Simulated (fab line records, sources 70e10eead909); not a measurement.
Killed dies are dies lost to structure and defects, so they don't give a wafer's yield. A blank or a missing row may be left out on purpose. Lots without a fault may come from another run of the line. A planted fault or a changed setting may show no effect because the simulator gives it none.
fab line records | flow nand_harc
record lots=6 wafers=18 last_day=32
route steps=1302 shown HYBRID_BOND@1238 THIN_TSV@1244 END@1302
lots that met no fault: from a run of the same line without faults
start_h: hours from the record's first day to the start of the lot's first wafer shown | wait_h: hours since the lot's step before | " the same as in the row above | L1.1+2: a row that stands for several wafers | - no value, or no start given | * or withheld: withheld | < > ~ a bound
route shown NAME@n: a module of which the file shows steps, and the number in the route of the first | usual: mean/standard deviation of fault-free wafers | same: alike in all rows | chamber/n: place in a boat | sites: the reading at each site | _std_site: their standard deviation | _edge_site: outer sites' mean less inner sites' | radius_mm: how far each site lies from the wafer's centre | mask NAME#n: copy n | behind: the tool/chamber that last shaped the wafer | hold: why the lot was held/for how many hours/how that ended | device: the transistor (n, p or np) that didn't switch | end of line: the same wafers' tests at the end of the route | a step without rows: its recipe alone | killed: dies lost to structure and defects at the first sort, not the wafer's yield | map: a wafer's dies, x killed, . not, _ none there
set.NAME: the setting as run; set.NAME@STEP: as run at that earlier step | model.NAME: the simulator's own value behind a step, which no gauge read
lots at some steps of the route; a table a step, a row a wafer
services: from which hour (start_h, from the record's first day; less than 0 if before it) a tool's chamber was out of use, for how many hours, and why
## steps
# step NHARC_HYBRID_BOND_PRECLEAN_01
# recipe time_s=300 temp_c=23 chemistry=DIW
# step NHARC_HYBRID_BOND_SRD_02
# recipe time_s=30 temp_c=23 dry_time_s=20 spin_rpm=1500
# step NHARC_HYBRID_BOND_BOND_03
# recipe temp_c=25
# step NHARC_HYBRID_BOND_ANNEAL_04
# recipe temp_c=300 time_s=7200 ramp_up_c_per_min=5 ramp_down_c_per_min=3 idle_temp_c=100 pressure_atm=1
# step NHARC_HYBRID_BOND_OVL_MEAS_05
# usual overlay_x_nm=-5/34 overlay_y_nm=7/32
# columns lot.wafer tool chamber start_h wait_h overlay_x_nm overlay_y_nm
L100.1 overlay-02 - 557.48 0.4 -61 34
L100.3 " - " " -4 24
L100.5 " - " " -79 26
L105.1 overlay-02 - 623.99 0.4 -50 21
L105.3 " - " " 6 -6
L105.5 " - " " 35 77
L111.1 overlay-02 - 675.67 0.4 -10 5
L111.2 " - " " 9 30
L111.5 " - " " 22 -32
L114.4 overlay-02 - 700.32 0.4 28 -20
L114.5 " - " " 71 8
L114.6 " - " " 22 36
L117.1 overlay-01 - 731.03 0.4 5 12
L117.2 " - " " -59 -13
L117.6 " - " " -65 10
L119.3 overlay-02 - 753.00 0.4 27 -61
L119.5 " - " " -19 16
L119.6 " - " " 57 56
# step NHARC_HYBRID_BOND_INSPECT_06
# recipe inspect_instrument=ir_void
# usual raw_defect_count=92/37
# columns lot.wafer tool chamber start_h wait_h raw_defect_count
L100.1 defect_inspect-02 - 557.53 0.0 89
L100.3 " - " " 88
L100.5 " - " " 80
L105.1 defect_inspect-01 - 624.04 0.0 40
L105.3 " - " " 44
L105.5 " - " " 45
L111.1 defect_inspect-02 - 675.72 0.0 63
L111.2 " - " " 67
L111.5 " - " " 68
L114.4 defect_inspect-02 - 700.37 0.1 71
L114.5 " - " " 97
L114.6 " - " " 71
L117.1 defect_inspect-01 - 731.09 0.1 134
L117.2 " - " " 122
L117.6 " - " " 124
L119.3 defect_inspect-01 - 753.06 0.1 116
L119.5 " - " " 112
L119.6 " - " " 109
# step NHARC_THIN_TSV_GRIND_00
# recipe target_thk_um=6
# step NHARC_THIN_TSV_CMP_01
# recipe target_thk_um=3
# step NHARC_THIN_TSV_THK_MEAS_02
# recipe thk_meas_gauge=ir
# usual thk_nm=3032/240
# columns lot.wafer tool chamber start_h wait_h thk_nm
L100.1 film_metro-02 - 559.16 - 2979
L100.3 " - " " 2727
L100.5 " - " " 2910
L105.1 film_metro-01 - 625.65 - 3144
L105.3 " - " " 3166
L105.5 " - " " 3181
L111.1 film_metro-02 - 677.37 - 2715
L111.2 " - " " 3036
L111.5 " - " " 2605
L114.4 film_metro-02 - 702.00 - 2888
L114.5 " - " " 3051
L114.6 " - " " 3121
L117.1 film_metro-02 - 733.92 0.2 2948
L117.2 " - " " 3155
L117.6 " - " " 3324
L119.3 film_metro-02 - 754.69 - 2421
L119.5 " - " " 2975
L119.6 " - " " 2860
# step NHARC_THIN_TSV_SRD_03
# step NHARC_THIN_TSV_PRECLEAN_41
# recipe time_s=* temp_c=50 bath_age_min=0 chemistry=SC1
# step NHARC_THIN_TSV_SRD_42
# step NHARC_THIN_TSV_DEP_43
# recipe target_thk_a=13285 temp_c=withheld pressure_torr=6.5 rf_w=900 teos_flow_sccm=161.4 flow_sccm=2650 target_thk_nm=1328.5 gas=O2 material=SiO2
# usual throttle_valve_pct=16.0/0.69
# columns lot.wafer tool chamber start_h wait_h throttle_valve_pct
L100.3 pecvd-02 0 559.39 - 16.1
L100.1 " 1 " " 16.7
L100.5 " 0 " " 16.0
L105.3 pecvd-02 2 625.92 - 15.4
L105.1 " 0 " " 16.4
L105.5 " 0 " " 16.5
L111.2 pecvd-02 0 677.59 - 16.3
L111.1 " 2 " " 15.4
L111.5 " 2 " " 15.6
L114.4 pecvd-02 0 702.35 - 16.7
L114.5 " 1 " " 16.5
L114.6 " 2 " " 15.3
L117.2 pecvd-01 0 734.18 - 16.5
L117.1 " 1 " " 15.4
L117.6 " 1 " " 15.3
L119.3 pecvd-01 1 754.96 - 15.7
L119.5 " 1 " " 15.7
L119.6 " 2 " " 15.6
# step NHARC_THIN_TSV_DEHYDRATE_04
# recipe temp_c=150 time_s=120
# step NHARC_THIN_TSV_HMDS_05
# recipe time_s=30
# step NHARC_THIN_TSV_COAT_06
# recipe spin_rpm=*
# step NHARC_THIN_TSV_SOFTBAKE_07
# recipe temp_c=122 time_s=95
# step NHARC_THIN_TSV_EBR_08
# step NHARC_THIN_TSV_EXPOSE_09
# recipe na=0.55 dose_mj=30.7 mask_id=TSV
# step NHARC_THIN_TSV_PEB_10
# recipe peb_temp_c=118 peb_time_s=85
# step NHARC_THIN_TSV_DEVELOP_11
# recipe time_s=70
# step NHARC_THIN_TSV_CD_MEAS_12
# recipe target_cd_nm=1000 landing_energy_ev=500
# usual cd_nm=1000.4/2.1
# columns lot.wafer tool chamber start_h wait_h cd_nm
L100.1 cd_sem-01 0 560.10 - 1000.4
L100.3 " 0 " " 1001.2
L100.5 " 0 " " 1001.5
L105.1 cd_sem-01 0 626.71 - 1000.8
L105.3 " 0 " " 1002.8
L105.5 " 0 " " 1001.7
L111.1 cd_sem-03 0 678.42 - 1005.8
L111.2 " 0 " " 1002.7
L111.5 " 0 " " 1002.5
L114.4 cd_sem-02 0 703.05 - 998.5
L114.5 " 0 " " 1001.4
L114.6 " 0 " " 1000.6
L117.1 cd_sem-02 0 734.97 - 1001.8
L117.2 " 0 " " 999.7
L117.6 " 0 " " 1003.9
L119.3 cd_sem-01 0 755.75 - 1002.6
L119.5 " 0 " " 997.5
L119.6 " 0 " " 1001.8
# step NHARC_THIN_TSV_HARDBAKE_13
# recipe temp_c=125 time_s=80
# step NHARC_THIN_TSV_DESCUM_14
# recipe time_s=3 o2_flow_sccm=200 ar_flow_sccm=0 bias_power_w=0 chemistry=O2
# step NHARC_THIN_TSV_ETCH_44
# recipe target_depth_a=15942 time_s=797.1 cf4_flow_sccm=150 o2_flow_sccm=10 ar_flow_sccm=0 rf_w=300 bias_w=800 chemistry=CF4/O2
# step NHARC_THIN_TSV_ETCH_15
# recipe target_depth_a=30000 bosch_target_overetch_cycles=2 bosch_etch_step_s=2.8 bosch_dep_step_s=1.2 bosch_cycles=14
# usual drypump_motor_current_A=5.6/0.6
# columns lot.wafer tool chamber start_h wait_h drypump_motor_current_A rf_hours_counter_h
L100.3 rie_si-01 3 560.91 - 4.9 0
L100.1 " 1 " " 5.9 0
L100.5 " 0 " " 5.8 -
L105.3 rie_si-04 1 627.53 - 4.9 0.7
L105.1 " 2 " " 5.2 0.6
L105.5 " 2 " " 5.2 -
L111.1 rie_si-01 0 679.26 - 5.8 0.6
L111.2 " 1 " " 6.0 0.8
L111.5 " 3 " " 4.9 -
L114.4 rie_si-06 0 703.90 - 5.3 0.5
L114.6 " 1 " " 5.5 -
L114.5 " 2 " " 5.7 -
L117.2 rie_si-01 2 735.79 - 6.4 0.0
L117.1 " 3 " " 4.9 0.0
L117.6 " 2 " " 6.4 -
L119.3 rie_si-06 0 756.72 - 5.3 0.7
L119.6 " 1 " " 5.5 -
L119.5 " 2 " " 5.6 -
# step NHARC_THIN_TSV_CD_MEAS_16
# usual cd_nm=1000.6/2.2
# columns lot.wafer tool chamber start_h wait_h cd_nm
L100.1 cd_sem-02 - 561.05 0.1 1001.5
L100.3 " - " " 1001.6
L100.5 " - " " 1001.2
L105.1 cd_sem-03 - 627.68 0.1 1001.6
L105.3 " - " " 1002.5
L105.5 " - " " 1002.6
L111.1 cd_sem-02 - 679.38 0.1 1006.0
L111.2 " - " " 1001.8
L111.5 " - " " 1001.1
L114.4 cd_sem-01 - 704.01 0.1 998.2
L114.5 " - " " 1001.5
L114.6 " - " " 1001.9
L117.1 cd_sem-02 - 735.94 0.1 1002.4
L117.2 " - " " 1000.3
L117.6 " - " " 1003.6
L119.3 cd_sem-02 - 756.83 0.1 1003.9
L119.5 " - " " 998.2
L119.6 " - " " 1002.7
# step NHARC_THIN_TSV_STRIP_45
# recipe power_w=1500 temp_c=250 chemistry=O2
# usual drypump_motor_current_A=5.8/0.53 heater_power_w=322/24
# columns lot.wafer tool chamber start_h wait_h drypump_motor_current_A heater_power_w rf_hours_counter_h
L100.1 plasma_asher-02 1 561.13 0.1 5.6 361 27
L100.3 " 1 " " 5.6 363 -
L100.5 " 0 " " 6.0 335 -
L105.1 plasma_asher-01 0 627.80 0.1 6.5 291 21
L105.3 " 0 " " 6.5 290 -
L105.5 " 1 " " 5.1 324 -
L111.1 plasma_asher-01 0 679.45 0.1 6.5 288 31
L111.2 " 1 " " 5.1 320 31
L111.5 " 0 " " 6.5 289 -
L114.4 plasma_asher-02 1 704.17 0.2 5.7 353 -
L114.5 " 1 " " 5.7 358 -
L114.6 " 0 " " 6.0 333 -
L117.1 plasma_asher-01 1 736.02 0.1 5.1 320 5
L117.2 " 0 " " 6.5 299 5
L117.6 " 1 " " 5.1 317 -
L119.3 plasma_asher-02 1 757.04 0.2 5.7 350 -
L119.5 " 0 " " 6.0 334 -
L119.6 " 1 " " 5.6 343 -
# step NHARC_THIN_TSV_STRIP_46
# recipe time_s=1200 temp_c=72.5 chemistry=post_etch_residue_remover
# step NHARC_THIN_TSV_DEP_47
# recipe target_thk_a=2000 temp_c=withheld pressure_torr=6.5 rf_w=900 teos_flow_sccm=161.4 flow_sccm=2650 target_thk_nm=200 gas=O2 material=SiO2
# step NHARC_THIN_TSV_ETCHBACK_48
# recipe target_depth_a=10285 over_etch_frac=0.3 time_s=405.17 ion_energy_ev=250 c4f8_flow_sccm=withheld ar_flow_sccm=withheld rf_w=600 bias_w=300 chemistry=C4F8/Ar
# step NHARC_THIN_TSV_STRIP_62
# recipe power_w=1500 temp_c=250 time_s=20 chemistry=N2/H2
# step NHARC_THIN_TSV_DEGAS_49
# recipe temp_c=300 time_s=120
# usual heater_power_w=480/44
# columns lot.wafer tool chamber start_h wait_h heater_power_w
L100.1 pvd_sputter-01 - 562.85 0.1 502
L100.3 " - " " 441
L100.5 " - " " 460
L105.1 pvd_sputter-02 - 629.47 0.1 512
L105.3 " - " " 415
L105.5 " - " " 535
L111.2 pvd_sputter-03 - 681.35 0.1 502
L111.1 " - " " 417
L111.5 " - " " 414
L114.4 pvd_sputter-01 - 705.84 0.1 526
L114.5 " - " " 508
L114.6 " - " " 497
L117.2 pvd_sputter-03 - 737.77 0.1 411
L117.1 " - " " 498
L117.6 " - " " 543
L119.3 pvd_sputter-01 - 758.70 0.1 444
L119.5 " - " " 453
L119.6 " - " " 506
# step NHARC_THIN_TSV_PRE_CLEAN_50
# recipe time_s=30 temp_c=280 gas=H2/He
# step NHARC_THIN_TSV_PVD_19
# recipe target_thk_a=200 chamber_pressure_pa=5 material=TaN
# step NHARC_THIN_TSV_PVD_51
# recipe target_thk_a=1000 chamber_pressure_pa=5 material=Cu
# step NHARC_THIN_TSV_ECD_20
# recipe target_thk_a=20000 material=Cu
# step NHARC_THIN_TSV_ANNEAL_52
# recipe temp_c=225 time_s=90
# usual anneal_temp_c=225.01/0.18 wafer_temp_C_max=225.94/0.26
# columns lot.wafer tool chamber start_h wait_h anneal_temp_c wafer_temp_C_max
L100.1 rtp_anneal-02 0 564.08 0.6 224.74 225.70
L100.3 " 0 " " 224.65 226.07
L100.5 " 0 " " 224.82 225.76
L105.1 rtp_anneal-01 0 630.65 0.6 225.22 225.99
L105.3 " 0 " " 225.24 225.94
L105.5 " 0 " " 225.51 226.03
L111.1 rtp_anneal-01 0 682.54 0.5 225.09 225.90
L111.2 " 0 " " 225.29 225.52
L111.5 " 0 " " 225.19 225.94
L114.4 rtp_anneal-01 0 707.16 0.5 225.13 225.79
L114.5 " 0 " " 224.84 225.95
L114.6 " 0 " " 224.86 226.14
L117.1 rtp_anneal-02 0 738.95 0.6 224.91 225.94
L117.2 " 0 " " 224.90 225.61
L117.6 " 0 " " 224.91 225.59
L119.3 rtp_anneal-02 0 759.99 0.4 224.86 225.92
L119.5 " 0 " " 224.90 225.82
L119.6 " 0 " " 225.22 225.73
# step NHARC_THIN_TSV_CMP_21
# recipe t_overpolish_s=30 target_thk_nm=2000
# usual motor_current_A=12.3/1.5 overpolish_run_s=30.000/0.0086
# columns lot.wafer tool chamber start_h wait_h motor_current_A overpolish_run_s
L100.3 cmp-03 1 564.46 - 13.9 29.992
L100.1 " 2 " " 10.6 30.006
L100.5 " 1 " " 13.7 30.004
L105.3 cmp-02 3 631.03 - 13.1 30.014
L105.1 " 1 " " 14.5 30.002
L105.5 " 3 " " 12.7 30.002
L111.2 cmp-03 0 682.91 - 13.7 30.007
L111.1 " 2 " " 10.1 30.001
L111.5 " 0 " " 13.7 30.012
L114.4 cmp-01 3 707.35 - 10.9 30.000
L114.5 " 3 " " 10.7 29.998
L114.6 " 0 " " 10.9 29.985
L117.2 cmp-03 1 739.36 - 13.8 30.017
L117.1 " 2 " " 10.4 30.009
L117.6 " 0 " " 13.3 30.002
L119.3 cmp-01 1 760.29 - 14.7 29.997
L119.6 " 3 " " 11.3 29.987
L119.5 " 0 " " 11.1 30.028
# step NHARC_THIN_TSV_SRD_23
# step NHARC_THIN_TSV_DEGAS_53
# recipe temp_c=300 time_s=60
# step NHARC_END_SORT_01
# recipe temp_c=25
# usual defect_limited_yield=91.6/2.8 killed_at_array=52/19 killed_at_other=1.0/1.2 killed_at_periphery=4.1/2.8 killed_dies=57/19 killed_open=3.1/1.7 killed_short=2.5/1.5 sort_bin_2_pct=3.0/1.2 sort_bin_3_pct=0.6/0.36 sort_bin_4_pct=4.9/1.6 sort_n_pass=620/19 sort_rim_yield_pct=91/5 sort_yield_pct=91.6/2.8
# same gross_dies=677 sort_bin_5_pct[%]=0 sort_bin_6_pct[%]=0 sort_bin_7_pct[%]=0 sort_bin_8_pct[%]=0 sort_rim_n_gross=106.00
# columns lot.wafer tool chamber start_h wait_h hold defect_limited_yield[%] killed_at_array killed_at_other killed_at_periphery killed_dies killed_open killed_short sort_bin_2_pct[%] sort_bin_3_pct[%] sort_bin_4_pct[%] sort_n_pass sort_rim_yield_pct[%] sort_yield_pct[%]
L100.1 prober-02 0 575.19 2.5 - 91.6 46 1 10 57 3 2 2.1 0.6 5.8 620 90 91.6
L100.3 prober-02 0 576.79 3.1 - 90.0 59 1 8 68 3 2 3.7 0.6 5.8 609 93 90.0
L100.5 prober-02 0 578.39 3.7 - 93.1 42 0 5 47 0 1 3.0 0.6 3.4 630 90 93.1
L105.1 prober-01 0 642.99 2.5 - 93.4 34 0 11 45 3 6 1.3 0.4 4.9 632 95 93.4
L105.3 prober-01 0 644.59 3.1 - 94.5 30 0 7 37 2 1 1.9 0.3 3.2 640 96 94.5
L105.5 prober-01 0 646.20 3.7 - 93.4 35 0 10 45 8 2 1.3 0.1 5.2 632 92 93.4
L111.1 prober-01 0 693.63 2.5 await_dispo/6.4h/release 94.7 33 1 2 36 1 3 1.8 0.3 3.2 641 89 94.7
L111.2 prober-01 0 694.44 2.8 await_dispo/6.4h/release 0 49 627 1 677 1 2 95.1 0.7 4.1 0 0 0
L111.5 prober-01 0 696.87 3.7 await_dispo/6.4h/release 92.5 48 0 3 51 5 1 1.5 0.7 5.3 626 96 92.5
L114.4 prober-02 0 720.81 3.4 await_dispo/1.2h/release 0 34 642 1 677 3 0 96.8 0.3 3.0 0 0 0
L114.5 prober-02 0 721.61 3.7 await_dispo/1.2h/release 89.1 64 2 8 74 3 1 2.8 1.2 6.9 603 94 89.1
L114.6 prober-02 0 722.41 4.0 await_dispo/1.2h/release 92.5 44 2 5 51 6 4 2.7 0.7 4.1 626 90 92.5
L117.1 prober-02 0 749.33 2.5 - 92.0 48 1 5 54 2 4 3.1 0.1 4.7 623 89 92.0
L117.2 prober-02 0 750.15 2.8 - 90.1 59 1 7 67 4 1 5.2 0.6 4.1 610 95 90.1
L117.6 prober-02 0 753.42 4.1 - 89.4 67 1 4 72 2 5 5.0 1.0 4.6 605 98 89.4
L119.3 prober-02 0 772.87 3.1 - 89.4 63 1 8 72 3 3 2.8 1.0 6.8 605 85 89.4
L119.5 prober-02 0 774.51 3.8 - 93.1 37 4 6 47 2 5 1.3 0.7 4.9 630 87 93.1
L119.6 prober-02 0 775.33 4.1 - 90.7 56 1 6 63 4 2 3.1 0.1 6.1 614 96 90.7
# killed by level:class
L100.1 A_CHANNEL_HOLE_D1:chamber_film_flake=24 A_CONTACT:chamber_film_flake=6 A_WL_FILL:chamber_film_flake=5 A_CHANNEL_HOLE_D2:chamber_film_flake=4 P_GATE:chamber_film_flake=3 P_CONTACT:chamber_film_flake=3 A_STAIRCASE:chamber_film_flake=3 P_CONTACT:geometric_particle:open=1
L100.3 A_CHANNEL_HOLE_D1:chamber_film_flake=37 A_CHANNEL_HOLE_D2:chamber_film_flake=5 A_WL_FILL:chamber_film_flake=5 A_STAIRCASE:chamber_film_flake=4 P_STI:chamber_film_flake=3 P_ZERO_WELL:chamber_film_flake=2 P_GATE:geometric_particle:open=1 A_DECK1_JOINT:geometric_particle:open=1
L100.5 A_CHANNEL_HOLE_D1:chamber_film_flake=22 A_STAIRCASE:chamber_film_flake=7 A_CHANNEL_HOLE_D2:chamber_film_flake=5 P_ZERO_WELL:chamber_film_flake=3 A_WL_FILL:chamber_film_flake=3 A_CONTACT:chamber_film_flake=2 A_DECK1_JOINT:geometric_particle:short=1 P_GATE:chamber_film_flake=1
L105.1 A_CHANNEL_HOLE_D2:chamber_film_flake=8 A_CONTACT:chamber_film_flake=7 P_GATE:chamber_film_flake=5 A_CHANNEL_HOLE_D1:chamber_film_flake=4 A_CHANNEL_FILL_D2:chamber_film_flake=3 P_M0:geometric_particle:short=2 A_SGD_CUT:chamber_film_flake=2 P_M0:geometric_particle:open=1
L105.3 A_CHANNEL_HOLE_D2:chamber_film_flake=13 A_CONTACT:chamber_film_flake=7 P_GATE:chamber_film_flake=5 P_M0:chamber_film_flake=2 A_CHANNEL_FILL_D2:chamber_film_flake=2 A_CHANNEL_FILL_D1:geometric_particle:open=1 A_DECK1_JOINT:geometric_particle:short=1 A_ONON_D2:geometric_particle:open=1
L105.5 A_CHANNEL_HOLE_D2:chamber_film_flake=15 A_CONTACT:chamber_film_flake=6 P_GATE:chamber_film_flake=4 A_CHANNEL_HOLE_D1:chamber_film_flake=4 P_M0:geometric_particle:short=2 A_ONON_D2:geometric_particle:open=2 A_M0:geometric_particle:open=2 P_ZERO_WELL:chamber_film_flake=2
L111.1 A_CHANNEL_HOLE_D1:chamber_film_flake=14 A_CONTACT:chamber_film_flake=8 A_WL_FILL:chamber_film_flake=4 A_SLIT:chamber_film_flake=3 P_STI:geometric_particle:short=1 A_CHANNEL_FILL_D1:geometric_particle:short=1 A_CHANNEL_HOLE_D2:geometric_particle:short=1 A_BLC:geometric_particle:open=1
L111.2 THIN_TSV:area_dep=627 A_CHANNEL_HOLE_D1:chamber_film_flake=33 A_CHANNEL_HOLE_D2:chamber_film_flake=5 A_WL_FILL:chamber_film_flake=4 A_SLIT:chamber_film_flake=2 A_CONTACT:chamber_film_flake=2 P_GATE:geometric_particle:open=1 A_DECK1_JOINT:geometric_particle:short=1
L111.5 A_CHANNEL_HOLE_D1:chamber_film_flake=33 A_CHANNEL_HOLE_D2:chamber_film_flake=3 A_WL_FILL:chamber_film_flake=2 A_STAIRCASE:chamber_film_flake=2 A_CONTACT:chamber_film_flake=2 P_GATE:geometric_particle:open=1 P_M0:geometric_particle:open=1 A_CHANNEL_HOLE_D1:geometric_particle:open=1
L114.4 THIN_TSV:area_dep=641 A_CHANNEL_HOLE_D1:chamber_film_flake=17 A_STAIRCASE:chamber_film_flake=6 A_CONTACT:chamber_film_flake=3 A_SLIT:chamber_film_flake=2 P_M1:geometric_particle:open=1 A_CHANNEL_HOLE_D1:geometric_particle:open=1 A_CONTACT:geometric_particle:open=1
L114.5 A_CHANNEL_HOLE_D1:chamber_film_flake=38 A_STAIRCASE:chamber_film_flake=8 P_M2:chamber_film_flake=6 A_SLIT:chamber_film_flake=5 A_CHANNEL_FILL_D2:chamber_film_flake=4 A_CHANNEL_FILL_D1:geometric_particle:open=2 A_WL_FILL:chamber_film_flake=2 A_CONTACT:chamber_film_flake=2
L114.6 A_CHANNEL_HOLE_D1:chamber_film_flake=24 A_CONTACT:chamber_film_flake=5 A_CHANNEL_FILL_D2:chamber_film_flake=3 A_STAIRCASE:chamber_film_flake=3 P_CONTACT:geometric_particle:open=2 THIN_TSV:chamber_film_flake=2 P_GATE:geometric_particle:open=1 P_GATE:geometric_particle:short=1
L117.1 A_CHANNEL_HOLE_D1:chamber_film_flake=16 A_CHANNEL_HOLE_D2:chamber_film_flake=11 A_SLIT:chamber_film_flake=8 A_SGD_CUT:chamber_film_flake=4 P_STI:chamber_film_flake=3 A_CONTACT:chamber_film_flake=3 P_BONDPAD:geometric_particle:short=1 A_ONON_D1:geometric_particle:short=1
L117.2 A_SLIT:chamber_film_flake=21 A_CHANNEL_HOLE_D2:chamber_film_flake=20 A_CHANNEL_HOLE_D1:chamber_film_flake=7 A_DECK1_JOINT:chamber_film_flake=4 P_CONTACT:chamber_film_flake=3 A_SGD_CUT:chamber_film_flake=2 P_M0:geometric_particle:open=1 P_M2:geometric_particle:open=1
L117.6 A_SLIT:chamber_film_flake=26 A_CHANNEL_HOLE_D2:chamber_film_flake=17 A_CHANNEL_HOLE_D1:chamber_film_flake=9 A_CHANNEL_FILL_D1:geometric_particle:short=3 A_SGD_CUT:chamber_film_flake=3 P_CONTACT:chamber_film_flake=2 A_DECK1_JOINT:chamber_film_flake=2 A_CHANNEL_FILL_D1:geometric_particle:open=1
L119.3 A_CHANNEL_HOLE_D2:chamber_film_flake=32 A_SLIT:chamber_film_flake=13 A_CONTACT:chamber_film_flake=6 P_ZERO_WELL:chamber_film_flake=4 A_STAIRCASE:chamber_film_flake=3 A_ONON_D1:geometric_particle:short=2 P_M2:chamber_film_flake=2 P_GATE:geometric_particle:open=1
L119.5 A_CONTACT:chamber_film_flake=10 A_SLIT:chamber_film_flake=10 A_CHANNEL_HOLE_D2:chamber_film_flake=6 THIN_TSV:chamber_film_flake=4 P_M2:chamber_film_flake=3 A_STAIRCASE:chamber_film_flake=3 P_ZERO_WELL:chamber_film_flake=2 P_GATE:geometric_particle:open=1
L119.6 A_SLIT:chamber_film_flake=21 A_CHANNEL_HOLE_D2:chamber_film_flake=20 A_STAIRCASE:chamber_film_flake=4 A_CONTACT:chamber_film_flake=4 P_M2:chamber_film_flake=3 P_ZERO_WELL:chamber_film_flake=2 P_GATE:geometric_particle:short=1 A_CHANNEL_FILL_D1:geometric_particle:open=1
# map L111.2 (x killed, . not)
____________x____________
_________xxxxxxx_________
_______xxxxxxxxxxx_______
______xxxxxxxxxxxxx______
_____xxxxxxxxxxxxxxx_____
____xxxxxxxxxxxxxxxxx____
____xxxxxxxxxxxxxxxxx____
___xxxxxxxxxxxxxxxxxxx___
___xxxxxxxxxxxxxxxxxxx___
__xxxxxxxxxxxxxxxxxxxxx__
__xxxxxxxxxxxxxxxxxxxxx__
_xxxxxxxxxxxxxxxxxxxxxxx_
_xxxxxxxxxxxxxxxxxxxxxxx_
_xxxxxxxxxxxxxxxxxxxxxxx_
_xxxxxxxxxxxxxxxxxxxxxxx_
_xxxxxxxxxxxxxxxxxxxxxxx_
xxxxxxxxxxxxxxxxxxxxxxxxx
xxxxxxxxxxxxxxxxxxxxxxxxx
xxxxxxxxxxxxxxxxxxxxxxxxx
xxxxxxxxxxxxxxxxxxxxxxxxx
xxxxxxxxxxxxxxxxxxxxxxxxx
_xxxxxxxxxxxxxxxxxxxxxxx_
_xxxxxxxxxxxxxxxxxxxxxxx_
_xxxxxxxxxxxxxxxxxxxxxxx_
_xxxxxxxxxxxxxxxxxxxxxxx_
_xxxxxxxxxxxxxxxxxxxxxxx_
__xxxxxxxxxxxxxxxxxxxxx__
__xxxxxxxxxxxxxxxxxxxxx__
___xxxxxxxxxxxxxxxxxxx___
___xxxxxxxxxxxxxxxxxxx___
____xxxxxxxxxxxxxxxxx____
____xxxxxxxxxxxxxxxxx____
_____xxxxxxxxxxxxxxx_____
______xxxxxxxxxxxxx______
_______xxxxxxxxxxx_______
_________xxxxxxx_________
____________x____________
# map L114.4 (x killed, . not)
____________x____________
_________xxxxxxx_________
_______xxxxxxxxxxx_______
______xxxxxxxxxxxxx______
_____xxxxxxxxxxxxxxx_____
____xxxxxxxxxxxxxxxxx____
____xxxxxxxxxxxxxxxxx____
___xxxxxxxxxxxxxxxxxxx___
___xxxxxxxxxxxxxxxxxxx___
__xxxxxxxxxxxxxxxxxxxxx__
__xxxxxxxxxxxxxxxxxxxxx__
_xxxxxxxxxxxxxxxxxxxxxxx_
_xxxxxxxxxxxxxxxxxxxxxxx_
_xxxxxxxxxxxxxxxxxxxxxxx_
_xxxxxxxxxxxxxxxxxxxxxxx_
_xxxxxxxxxxxxxxxxxxxxxxx_
xxxxxxxxxxxxxxxxxxxxxxxxx
xxxxxxxxxxxxxxxxxxxxxxxxx
xxxxxxxxxxxxxxxxxxxxxxxxx
xxxxxxxxxxxxxxxxxxxxxxxxx
xxxxxxxxxxxxxxxxxxxxxxxxx
_xxxxxxxxxxxxxxxxxxxxxxx_
_xxxxxxxxxxxxxxxxxxxxxxx_
_xxxxxxxxxxxxxxxxxxxxxxx_
_xxxxxxxxxxxxxxxxxxxxxxx_
_xxxxxxxxxxxxxxxxxxxxxxx_
__xxxxxxxxxxxxxxxxxxxxx__
__xxxxxxxxxxxxxxxxxxxxx__
___xxxxxxxxxxxxxxxxxxx___
___xxxxxxxxxxxxxxxxxxx___
____xxxxxxxxxxxxxxxxx____
____xxxxxxxxxxxxxxxxx____
_____xxxxxxxxxxxxxxx_____
______xxxxxxxxxxxxx______
_______xxxxxxxxxxx_______
_________xxxxxxx_________
____________x____________
## services
# columns tool chamber start_h hours kind
rie_si-01 - 547.00 9.0 pm
cmp-03 - 554.13 4.0 pm
plasma_asher-02 - 559.28 1.2 repair
cmp-03 - 561.17 2.1 repair
pvd_sputter-01 - 563.13 6.5 repair
cmp-01 - 579.01 4.0 pm
pvd_sputter-01 - 588.40 10.0 pm
pecvd-02 - 589.29 13.0 pm
cmp-03 - 601.50 1.8 repair
plasma_asher-02 - 603.00 9.0 pm
rie_si-06 - 603.00 9.0 pm
pvd_sputter-01 - 603.30 0.6 repair
pvd_sputter-01 - 631.36 3.2 repair
cmp-03 - 652.13 4.0 pm
plasma_asher-02 - 671.82 1.4 repair
pecvd-01 - 673.40 13.0 pm
cmp-01 - 677.01 4.0 pm
cmp-03 - 686.04 1.0 repair
plasma_asher-01 - 696.26 9.0 pm
rie_si-01 - 724.00 9.0 pm
cmp-03 - 742.16 2.5 repair
rtp_anneal-02 - 744.00 12.0 pm
cmp-03 - 750.21 4.0 pm
pecvd-02 - 751.26 1.4 repair
## key
first_sign step=NHARC_END_SORT_01 reading=killed_at_other direction=up sigmas=99+ usual=1.0 struck=634.5
effect step=NHARC_END_SORT_01 reading=sort_bin_2_pct direction=up sigmas=76 usual=3.0 struck=95.9
more_kills_born_at NHARC_THIN_TSV_DEP_43@pecvd-02=1268
met_at NHARC_THIN_TSV_DEP_43
struck_wafers L111.2,L114.4
later_rows_left_out L111.2,L114.4
onset_between 625.92 677.59
fault kind=process_parameter_drift tool=pecvd-02 chamber=0 onset_h=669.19 steps=NHARC_THIN_TSV_DEP_43 channel=target_thk_a offset=* shape=step end_h=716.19 acts_in=* stated=*
# later_rows_left_out: the simulator's readings of these wafers behind a module that went badly wrong aren't trusted and aren't shown, but for the sort
